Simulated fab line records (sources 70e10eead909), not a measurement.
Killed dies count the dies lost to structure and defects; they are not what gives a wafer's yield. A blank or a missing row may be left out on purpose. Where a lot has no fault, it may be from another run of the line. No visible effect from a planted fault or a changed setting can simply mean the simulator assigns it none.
fab line records ; flow nand-harc
[record] lots = 13; wafers = 39; last-day = 33
route steps=1302 shown A_CONTACT@1078 END@1302
lots that met no fault: from a run of the same line without faults
start-h: the number of hours between the record's first day and the start of the first shown wafer of the lot ; wait-h: hours elapsed since this lot's preceding step ; " as in the row above ; L1.1+2: a single row standing in for several wafers ; - no value, or no start was given ; * or withheld: withheld ; < > ~ a bound
route shown NAME@n: names a module that has steps shown in the file, with the first one's number in the route ; usual: mean and standard deviation over wafers with no fault ; same: alike in all rows ; chamber/n: place in a boat ; sites: readings site by site ; _std_site: how widely they spread, as a standard deviation ; _edge_site: mean of outer sites minus mean of inner sites ; radius-mm: for every site, how far away it sits from the centre of the wafer ; mask NAME#n: copy n ; behind: the tool/chamber that last shaped the wafer ; hold: cause of the lot's hold/its duration in hours/its outcome ; device: transistor that didn't switch, given as n, p or np ; end of line: tests run on the same wafers once the route is complete ; step lacking rows: just its recipe ; killed: count of dies lost to structure and defects at first sort (not the wafer's yield) ; map: a wafer's dies, x killed, . not, _ none there
set.NAME: setting as actually run; set.NAME@STEP: the setting as run at that earlier step ; model.NAME: the simulator's own value behind a step, which no gauge read
the route's steps for a sample of lots (tables are steps, rows are wafers)
services: the hour from which a tool's chamber was out of use, counted from the record's first day as start-h (under 0 if before that day), plus the number of hours and why
[[steps]]
[step NHARC_A_CONTACT_CD_MEAS_08]
[recipe] target-cd-nm = 200; landing-energy-ev = 500
[usual] cd-nm = 200.1/0.48
lot.wafer;tool;chamber;start-h;wait-h;cd-nm
L683.2;cd-sem-03;0;523.75;-;199.7
L683.3;cd-sem-03;0;523.75;-;199.8
L683.4;cd-sem-03;0;523.75;-;199.0
L687.1;cd-sem-03;0;552.40;-;199.8
L687.2;cd-sem-03;0;552.40;-;200.9
L687.5;cd-sem-03;0;552.40;-;200.3
L686.2;cd-sem-03;0;554.01;-;199.7
L686.3;cd-sem-03;0;554.01;-;199.4
L686.6;cd-sem-03;0;554.01;-;199.8
L689.1;cd-sem-02;0;571.18;-;200.9
L689.3;cd-sem-02;0;571.18;-;200.4
L689.6;cd-sem-02;0;571.18;-;199.8
L690.1;cd-sem-02;0;604.19;-;200.7
L690.3;cd-sem-02;0;604.19;-;200.2
L690.5;cd-sem-02;0;604.19;-;200.3
L691.1;cd-sem-02;0;610.08;-;199.2
L691.2;cd-sem-02;0;610.08;-;199.6
L691.5;cd-sem-02;0;610.08;-;200.3
L695.1;cd-sem-02;0;647.69;-;199.1
L695.5;cd-sem-02;0;647.69;-;199.4
L695.6;cd-sem-02;0;647.69;-;199.7
L699.2;cd-sem-02;0;690.65;-;200.5
L699.3;cd-sem-02;0;690.65;-;200.3
L699.6;cd-sem-02;0;690.65;-;200.4
L701.2;cd-sem-02;0;694.32;-;200.8
L701.3;cd-sem-02;0;694.32;-;200.4
L701.5;cd-sem-02;0;694.32;-;200.0
L700.1;cd-sem-02;0;696.27;-;200.1
L700.5;cd-sem-02;0;696.27;-;200.2
L700.6;cd-sem-02;0;696.27;-;199.0
L703.1;cd-sem-02;0;728.18;-;200.1
L703.4;cd-sem-02;0;728.18;-;200.0
L703.5;cd-sem-02;0;728.18;-;199.4
L704.1;cd-sem-02;0;734.56;-;200.3
L704.3;cd-sem-02;0;734.56;-;200.5
L704.4;cd-sem-02;0;734.56;-;200.5
L705.2;cd-sem-01;0;745.24;-;200.5
L705.4;cd-sem-01;0;745.24;-;200.5
L705.5;cd-sem-01;0;745.24;-;200.2
[step NHARC_A_CONTACT_ETCH_139]
[recipe] source-w = withheld; pressure-mtorr = 20; bias-v = 400; time-s = 195; target-depth-a = 8400; ar-flow-sccm = withheld; c4f8-flow-sccm = 11.5; o2-flow-sccm = 7.2; chemistry = C4F8/O2/Ar
[same] time-s = 195
lot.wafer;tool;chamber;start-h;wait-h;rf-hours-counter-h
L683.2;har-cap-etch-02;0;526.61;0.2;90
L683.3;har-cap-etch-02;1;526.61;0.2;-
L683.4;har-cap-etch-02;0;526.61;0.2;-
L687.2;har-cap-etch-02;1;554.99;0.2;96
L687.1;har-cap-etch-02;0;554.99;0.2;96
L687.5;har-cap-etch-02;0;554.99;0.2;-
L686.2;har-cap-etch-03;0;556.61;0.2;56
L686.3;har-cap-etch-03;1;556.61;0.2;-
L686.6;har-cap-etch-03;0;556.61;0.2;-
L689.1;har-cap-etch-02;1;573.95;0.2;99
L689.3;har-cap-etch-02;0;573.95;0.2;-
L689.6;har-cap-etch-02;1;573.95;0.2;-
L690.1;har-cap-etch-01;0;606.78;0.2;17
L690.3;har-cap-etch-01;1;606.78;0.2;-
L690.5;har-cap-etch-01;0;606.78;0.2;-
L691.2;har-cap-etch-01;1;612.75;0.2;18
L691.1;har-cap-etch-01;0;612.75;0.2;18
L691.5;har-cap-etch-01;1;612.75;0.2;-
L695.1;har-cap-etch-01;1;650.67;0.2;26
L695.5;har-cap-etch-01;1;650.67;0.2;-
L695.6;har-cap-etch-01;0;650.67;0.2;-
L699.2;har-cap-etch-02;0;693.25;0.2;120
L699.3;har-cap-etch-02;1;693.25;0.2;-
L699.6;har-cap-etch-02;0;693.25;0.2;-
L701.2;har-cap-etch-01;1;696.91;0.2;33
L701.3;har-cap-etch-01;0;696.91;0.2;-
L701.5;har-cap-etch-01;0;696.91;0.2;-
L700.1;har-cap-etch-02;1;698.90;0.2;121
L700.5;har-cap-etch-02;0;698.90;0.2;-
L700.6;har-cap-etch-02;1;698.90;0.2;-
L703.1;har-cap-etch-02;1;731.00;0.2;125
L703.4;har-cap-etch-02;0;731.00;0.2;-
L703.5;har-cap-etch-02;0;731.00;0.2;-
L704.1;har-cap-etch-01;1;737.71;0.3;41
L704.4;har-cap-etch-01;1;737.71;0.3;-
L704.3;har-cap-etch-01;0;737.71;0.3;-
L705.2;har-cap-etch-01;1;747.93;0.2;42
L705.4;har-cap-etch-01;1;747.93;0.2;-
L705.5;har-cap-etch-01;0;747.93;0.2;-
[step NHARC_A_CONTACT_ETCH_98]
[recipe] target-depth-a = 200; over-etch-frac = 0.5; time-s = 10; ion-energy-ev = 250; c4f6-flow-sccm = 25; o2-flow-sccm = 20; ar-flow-sccm = 500; rf-w = 600; bias-w = 500; chemistry = C4F6/O2
[usual] drypump-motor-current-A = 5.6/0.4; oes-product-au = 0.963/0.026; rf-vpp-V = 545.3/2.5; showerhead-plenum-p-Torr = 3.85/0.12; throttle-valve-pct = 26.904/0.0092
[same] time-s = 10
lot.wafer;tool;chamber;start-h;wait-h;drypump-motor-current-A;oes-product-au;rf-hours-counter-h;rf-vpp-V;showerhead-plenum-p-Torr;throttle-valve-pct
L683.3;rie-diel-04;3;527.30;0.1;5.7;0.957;28;546.1;3.90;26.923
L683.2;rie-diel-04;0;527.30;0.1;5.4;0.962;30;544.5;3.83;26.898
L683.4;rie-diel-04;2;527.30;0.1;5.7;0.965;-;546.7;3.88;26.910
L687.2;rie-diel-13;3;-;-;5.2;0.922;8;550.8;4.18;26.892
L687.1;rie-diel-13;2;-;-;5.7;0.944;8;541.8;3.75;26.909
L687.5;rie-diel-13;3;-;-;5.3;0.940;-;550.4;4.18;26.904
L686.3;rie-diel-04;2;-;-;5.7;0.953;2;545.9;3.88;26.894
L686.2;rie-diel-04;3;-;-;5.8;0.948;3;545.3;3.89;26.900
L686.6;rie-diel-04;2;-;-;5.7;0.959;-;547.0;3.88;26.899
L689.3;rie-diel-04;3;-;-;5.7;0.967;6;546.0;3.89;26.910
L689.1;rie-diel-04;2;-;-;5.7;0.968;6;547.5;3.88;26.929
L689.6;rie-diel-04;0;-;-;5.5;0.949;-;544.3;3.82;26.894
L690.1;rie-diel-13;1;-;-;4.8;1.001;22;545.1;3.79;26.901
L690.3;rie-diel-13;0;-;-;6.5;0.993;25;543.4;3.81;26.900
L690.5;rie-diel-13;2;-;-;5.6;1.005;-;544.1;3.74;26.918
L691.1;rie-diel-04;1;-;-;5.2;0.940;11;543.2;3.71;26.899
L691.2;rie-diel-04;3;-;-;5.7;0.932;13;545.7;3.89;26.896
L691.5;rie-diel-04;0;-;-;5.5;0.945;-;544.0;3.82;26.912
L695.1;rie-diel-04;2;-;-;5.7;1.019;17;546.8;3.87;26.892
L695.5;rie-diel-04;1;-;-;5.2;1.003;-;544.8;3.71;26.913
L695.6;rie-diel-04;2;-;-;5.7;1.017;-;546.8;3.87;26.901
L699.3;rie-diel-04;1;-;-;5.2;0.944;23;543.8;3.71;26.899
L699.2;rie-diel-04;2;-;-;5.7;0.962;23;547.3;3.87;26.904
L699.6;rie-diel-04;1;-;-;5.2;0.950;-;542.1;3.71;26.903
L701.3;rie-diel-04;0;-;-;5.5;0.960;25;543.1;3.81;26.912
L701.2;rie-diel-04;1;-;-;5.2;0.942;24;540.9;3.70;26.894
L701.5;rie-diel-04;0;-;-;5.5;0.952;-;546.2;3.81;26.904
L700.1;rie-diel-04;0;-;-;5.5;0.954;25;544.2;3.81;26.901
L700.6;rie-diel-04;1;-;-;5.2;0.950;-;543.6;3.70;26.903
L700.5;rie-diel-04;2;-;-;5.7;0.958;-;545.0;3.86;26.922
L703.1;rie-diel-13;1;-;-;4.8;0.967;7;541.6;3.76;26.893
L703.4;rie-diel-13;2;-;-;5.7;0.978;7;542.5;3.73;26.908
L703.5;rie-diel-13;3;-;-;5.3;0.973;-;550.5;4.14;26.910
L704.3;rie-diel-04;1;-;-;5.2;0.955;2;541.3;3.70;26.897
L704.1;rie-diel-04;2;-;-;5.7;0.963;1;545.5;3.86;26.896
L704.4;rie-diel-04;3;-;-;5.7;0.961;1;545.9;3.88;26.925
L705.4;rie-diel-04;0;-;-;5.5;0.942;3;546.1;3.81;26.908
L705.2;rie-diel-04;1;-;-;5.2;0.936;4;540.9;3.70;26.898
L705.5;rie-diel-04;0;-;-;5.5;0.935;-;544.7;3.81;26.888
[step NHARC_A_CONTACT_ALD_18]
[recipe] target-thk-a = 30; pulse-time-s = 1; ald-cycles = 150; temp-c = 450; material = TiN
[usual] ald-cycles = 150/0; heater-power-w = 1109/89; precursor-pulse-height-rel = 1.000/0.023
[same] pulse-time-s = 1
lot.wafer;tool;chamber;start-h;wait-h;ald-cycles;heater-power-w;precursor-pulse-height-rel
L683.4;ald-metal-02;2;528.45;-;150;1103;1.012
L683.3;ald-metal-02;0;528.45;-;150;1312;1.018
L683.2;ald-metal-02;1;528.45;-;150;1212;1.001
L687.2;ald-metal-02;0;556.75;-;150;1320;1.015
L687.1;ald-metal-02;1;556.75;-;150;1211;0.987
L687.5;ald-metal-02;3;556.75;-;150;1007;0.969
L686.2;ald-metal-04;1;558.41;-;150;1030;0.972
L686.3;ald-metal-04;2;558.41;-;150;1123;0.995
L686.6;ald-metal-04;0;558.41;-;150;986;1.040
L689.3;ald-metal-04;3;575.68;-;150;1092;1.020
L689.1;ald-metal-04;1;575.68;-;150;1035;0.982
L689.6;ald-metal-04;2;575.68;-;150;1105;0.985
L690.1;ald-metal-01;1;608.52;-;150;1132;0.968
L690.3;ald-metal-01;3;608.52;-;150;1145;1.004
L690.5;ald-metal-01;0;608.52;-;150;1091;0.982
L691.1;ald-metal-01;0;614.48;-;69;1104;0.987
L691.2;ald-metal-01;1;614.48;-;69;1158;0.993
L691.5;ald-metal-01;0;614.48;-;150;1069;1.023
L695.1;ald-metal-01;0;652.44;-;69;1098;0.989
L695.6;ald-metal-01;1;652.44;-;150;1153;1.009
L695.5;ald-metal-01;2;652.44;-;150;1279;1.001
L699.3;ald-metal-04;1;695.02;-;150;1129;1.031
L699.2;ald-metal-04;2;695.02;-;150;1079;0.988
L699.6;ald-metal-04;3;695.02;-;150;1024;0.990
L701.3;ald-metal-02;0;698.64;-;150;1286;0.971
L701.2;ald-metal-02;1;698.64;-;150;1172;1.031
L701.5;ald-metal-02;0;698.64;-;150;1284;0.995
L700.1;ald-metal-04;3;700.61;-;150;1057;0.966
L700.5;ald-metal-04;1;700.61;-;150;1122;0.968
L700.6;ald-metal-04;2;700.61;-;150;1069;1.027
L703.4;ald-metal-01;3;732.74;-;150;1093;0.996
L703.1;ald-metal-01;1;732.74;-;150;1059;0.993
L703.5;ald-metal-01;3;732.74;-;150;1112;1.016
L704.3;ald-metal-04;1;739.70;-;150;1127;1.026
L704.1;ald-metal-04;2;739.70;-;150;1061;0.983
L704.4;ald-metal-04;3;739.70;-;150;1011;1.016
L705.2;ald-metal-02;0;749.64;-;150;1327;1.007
L705.4;ald-metal-02;3;749.64;-;150;990;0.981
L705.5;ald-metal-02;1;749.64;-;150;1175;1.005
[step NHARC_END_SORT_01]
[recipe] temp-c = 25
[usual] killed-at-array = 55/20; killed-at-other = 0.7/0.96; killed-at-periphery = 4.1/2.4; killed-dies = 60/20; killed-open = 3.3/1.9; killed-short = 2.8/1.6
[same] gross-dies = 677
lot.wafer;tool;chamber;start-h;wait-h;killed-at-array;killed-at-other;killed-at-periphery;killed-dies;killed-open;killed-short
L691.1;prober-01;0;662.32;2.5;668;1;8;677;5;1
L691.2;prober-01;0;663.11;2.8;671;0;6;677;3;1
L691.5;prober-01;0;665.48;3.7;19;0;8;27;2;4
L695.1;prober-01;0;697.90;2.5;669;4;4;677;4;1
L695.5;prober-01;0;701.13;3.7;50;1;5;56;1;2
L695.6;prober-01;0;701.93;4.0;49;0;4;53;5;3
// killed by level:class
L691.1 A_CONTACT:area-ald=643 A_CHANNEL_HOLE_D2:chamber-film-flake=10 A_CHANNEL_HOLE_D1:chamber-film-flake=6 A_STAIRCASE:chamber-film-flake=5 P_M2:chamber-film-flake=4 P_CONTACT:geometric-particle:open=2 P_GATE:geometric-particle:open=1 P_M0:geometric-particle:open=1
L691.2 A_CONTACT:area-ald=640 A_CHANNEL_HOLE_D2:chamber-film-flake=18 A_STAIRCASE:chamber-film-flake=4 A_CHANNEL_HOLE_D1:chamber-film-flake=3 A_CONTACT:chamber-film-flake=3 P_STI:chamber-film-flake=2 P_M2:chamber-film-flake=2 P_M0:geometric-particle:open=1
L691.5 A_CHANNEL_HOLE_D2:chamber-film-flake=7 P_M2:chamber-film-flake=4 A_CHANNEL_HOLE_D1:chamber-film-flake=4 A_BLC:geometric-particle:open=2 A_STAIRCASE:chamber-film-flake=2 P_M2:geometric-particle:short=1 A_CHANNEL_FILL_D2:geometric-particle:short=1 A_WL_FILL:geometric-particle:short=1
L695.1 A_CONTACT:area-ald=626 A_SLIT:chamber-film-flake=24 A_WL_FILL:chamber-film-flake=4 THIN_TSV:chamber-film-flake=4 A_STAIRCASE:chamber-film-flake=3 A_CONTACT:chamber-film-flake=3 P_BONDPAD:chamber-film-flake=2 A_CHANNEL_HOLE_D1:chamber-film-flake=2
L695.5 A_SLIT:chamber-film-flake=30 A_CONTACT:chamber-film-flake=4 A_STAIRCASE:chamber-film-flake=3 A_SGD_CUT:chamber-film-flake=3 P_GATE:geometric-particle:short=2 P_BONDPAD:chamber-film-flake=2 A_CHANNEL_HOLE_D1:chamber-film-flake=2 A_DECK1_JOINT:chamber-film-flake=2
L695.6 A_SLIT:chamber-film-flake=27 A_CHANNEL_HOLE_D1:chamber-film-flake=9 P_M0:geometric-particle:open=3 A_STAIRCASE:chamber-film-flake=3 A_CONTACT:chamber-film-flake=3 A_WL_FILL:chamber-film-flake=2 A_ONON_D1:geometric-particle:short=1 A_CHANNEL_FILL_D1:geometric-particle:short=1
[[services]]
tool;chamber;start-h;hours;kind
rie-diel-04;0;511.85;-;clean
rie-diel-04;1;511.85;-;clean
rie-diel-04;-;516.83;0.2;repair
rie-diel-13;-;520.02;9.0;pm
ald-metal-01;-;526.00;10.0;pm
rie-diel-04;-;532.07;9.0;pm
har-cap-etch-02;-;544.62;0.4;repair
ald-metal-01;-;561.44;0.7;repair
har-cap-etch-03;-;586.65;1.4;repair
rie-diel-04;0;592.26;5.9;repair
rie-diel-04;-;606.46;0.9;repair
ald-metal-01;3;609.51;7.7;repair
ald-metal-02;-;610.00;10.0;pm
ald-metal-04;3;617.90;28.1;repair
ald-metal-04;2;622.02;7.4;repair
rie-diel-13;2;637.12;12.7;repair
ald-metal-02;3;648.67;1.7;repair
ald-metal-01;-;650.47;0.5;repair
ald-metal-04;-;652.00;10.0;pm
rie-diel-13;-;697.13;9.0;pm
ald-metal-01;-;704.00;10.0;pm
rie-diel-04;-;709.19;9.0;pm
rie-diel-04;-;739.98;1.1;repair
rie-diel-13;0;744.17;6.3;repair
[[key]]
[first-sign] step = NHARC_A_CONTACT_ALD_18; reading = ald-cycles; direction = down; sigmas = 99+; usual = 150; struck = 69
[effect] step = NHARC_END_SORT_01; reading = killed-dies; direction = up; sigmas = 31; usual = 60; struck = 677
[more-kills-born-at] NHARC_A_CONTACT_ALD_18@ald-metal-01 = 1909
met-at NHARC_A_CONTACT_ALD_18
struck-lots L691,L695
struck-wafers L691.1,L691.2,L695.1
later-rows-left-out L691.1,L691.2,L695.1
tester-left-out L691,L695
not-acting-at NHARC_A_CONTACT_CD_MEAS_08,NHARC_A_CONTACT_ETCH_139,NHARC_A_CONTACT_ETCH_98
onset-between 608.52 614.48
[fault] kind = process-parameter-drift; tool = ald-metal-01; chamber = -; onset-h = 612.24; steps = NHARC_A_CONTACT_ALD_18; channel = ald-cycles; offset = -81; shape = step; end-h = 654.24; scope = struck-wafers-only; acts-in = these-recipes-only; stated = 150
// tester-left-out: of these lots the tester's yield and bins aren't shown, on N5 and GAA mostly nor the transistor test; their killed dies are dies lost to structure and defects alone, not to doping, threshold or leakage, so they don't give the yield
// later-rows-left-out: the simulator's readings of these wafers behind a module that went badly wrong aren't trusted and aren't shown, but for the sort
